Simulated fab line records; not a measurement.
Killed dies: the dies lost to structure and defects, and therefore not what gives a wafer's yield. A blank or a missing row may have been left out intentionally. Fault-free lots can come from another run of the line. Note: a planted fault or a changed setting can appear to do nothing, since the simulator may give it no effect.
Chamber matching + flow nand_harc + NHARC_P_BONDPAD_CMP_32 on cmp-03 has 4 sister chambers
The step polishes SiCN, target thk 200 nm. 8 wafers are shown with their chamber, then 8 later ones without.

## WAFERS PAIRED WITH THEIR CHAMBERS
| wafer  | chamber | motor_current_A (A) |
|--------|---------|---------------------|
| L608.6 | 2       | 12.8                |
| L614.1 | 2       | 12.8                |
| L614.2 | 0       | 11.5                |
| L614.4 | 1       | 13.1                |
| L617.2 | 3       | 14.0                |
| L617.4 | 1       | 13.1                |
| L617.6 | 0       | 12.1                |
| L622.1 | 3       | 13.9                |

## WAFERS WITHOUT THEIR CHAMBER
| wafer  | motor_current_A (A) |
|--------|---------------------|
| L622.2 | 13.3                |
| L622.4 | 13.1                |
| L624.1 | 12.8                |
| L624.2 | 11.5                |
| L624.4 | 14.5                |
| L628.1 | 12.4                |
| L628.2 | 14.2                |
| L628.6 | 12.0                |

## WHICH CHAMBER EACH ONE RAN IN
| wafer  | from the rows above          | in truth |
|--------|------------------------------|----------|
| L622.2 | can't be placed: 1 or 2      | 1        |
| L622.4 | can't be placed: 1 or 2      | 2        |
| L624.1 | can't be placed: 2 or 1      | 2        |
| L624.2 | 0                            | 0        |
| L624.4 | 3                            | 3        |
| L628.1 | can't be placed: 2 or 0 or 1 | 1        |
| L628.2 | 3                            | 3        |
| L628.6 | 0                            | 0        |
4 of 8 placed correctly. Unplaceable from these rows: 4, with the true chamber sitting among the candidates in 4. Wrongly placed: 0.
How it was worked out, from the rows above alone: a wafer's distance from a chamber is the root of the sum, over the readings, of the square of ((its reading less the chamber's mean) divided by the reading's scatter). The wafer belongs to the nearest chamber; if the next one is less than 2 further off, it can't be placed. The mean given for a chamber averages the wafers shown for that chamber. How the scatter is found: for the shown wafers, subtract from each reading the mean of its chamber, square and add these, divide the total by (wafers less chambers), then take the root.
